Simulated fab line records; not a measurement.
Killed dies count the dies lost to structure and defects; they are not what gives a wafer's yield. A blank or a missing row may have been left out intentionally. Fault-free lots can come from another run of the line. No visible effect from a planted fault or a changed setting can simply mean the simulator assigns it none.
8D (eight disciplines) problem report, filled in by code | flow n5_finfet | the parts of the form that need people (team, actions taken, sign-off) are left out

## 1. PROBLEM STATEMENT
At N5_HKMG_FIN_COAT_66, run_length_s averages 62.80 s over 3 wafers from 2 lots, while fault-free wafers read 66.06 s, standard deviation 0.21. That puts it -16 standard deviations away from the usual mean.
The step: time 60 s, resist thk 300 nm.
Seen first at day 8 11:22 on litho_track-03, wafer L554.6. The record has a number at this step for 30 wafers belonging to 10 lots. The rule behind "out" and "out of limits": a value lying over 4 standard deviations away from the usual mean. The rest of the wafers with a number are treated as sound.

## 2. WHAT IT IS; WHAT IT IS NOT
question                    | is                                 | is not
which readings at this step | run_length_s, heater_power_total_W | chill_plate_temp_C
which lots                  | L554, L555                         | L537, L540, L541, L542, L543, L544, L558, L560
which wafers of those lots  | L554.6, L555.2, L555.6             | L554.3, L554.5, L555.3
read on which tools         | litho_track-03                     | litho_track-02, litho_track-04
when                        | from day 8 11:22                   | up to then (20 sound wafers); but 7 sound wafers of L555, L558, L560 came after

## 3. SUSPECTS, AND WHAT RULES EACH OUT
Counting: a tool at a process step up to the reading stays a suspect if it ran every lot that is out. Sound lots after the first of them don't rule it out here, since some wafers of a struck lot are sound.
- litho_track-03 at N5_HKMG_FIN_COAT_66 (time 60 s, resist thk 300 nm): kept. Every lot that is out went through it, the first being L554 (day 8 11:22); the last sound lot it ran before that was L544 (day 6 01:32). On those wafers its own readings are out: heater_power_total_W, run_length_s.
Left after counting: litho_track-03 at N5_HKMG_FIN_COAT_66.

## 4. THE CAUSE (what the simulator had put in)
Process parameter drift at N5_HKMG_FIN_COAT_66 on litho_track-03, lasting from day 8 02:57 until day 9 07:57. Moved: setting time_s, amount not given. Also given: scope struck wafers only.
The count eliminated every tool but this one.

## 5. THE CHAIN OF EFFECTS, in route order
Each row: a reading whose mean over the struck wafers that have a number lies more than 3 standard deviations from the usual. Only readings whose record carries a usual standard deviation are examined. hours: median over the lots of the time between each lot's start at the first step of this table that gives one and its start at this step. sigmas: the change, counted in usual standard deviations.
hours | step                | reading              | usual   | on struck wafers | change | sigmas
0     | N5_HKMG_FIN_COAT_66 | heater_power_total_W | 500.4 W | 515.2            | +14.8  | +8.7
0     | N5_HKMG_FIN_COAT_66 | run_length_s         | 66.06 s | 62.80            | -3.26  | -16
Its process steps:
- N5_HKMG_FIN_COAT_66: time 60 s, resist thk 300 nm.
Later steps that measure or inspect, where all struck wafers having a row at the step show a number for every such reading and not one has moved that far: N5_BEOL_M4_RC_MEAS_101.

## 6. HOW IT WOULD HAVE BEEN CAUGHT EARLIER
In this record the first reading out of limits was taken at day 8 11:22, 8 hours after the fault began at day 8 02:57.
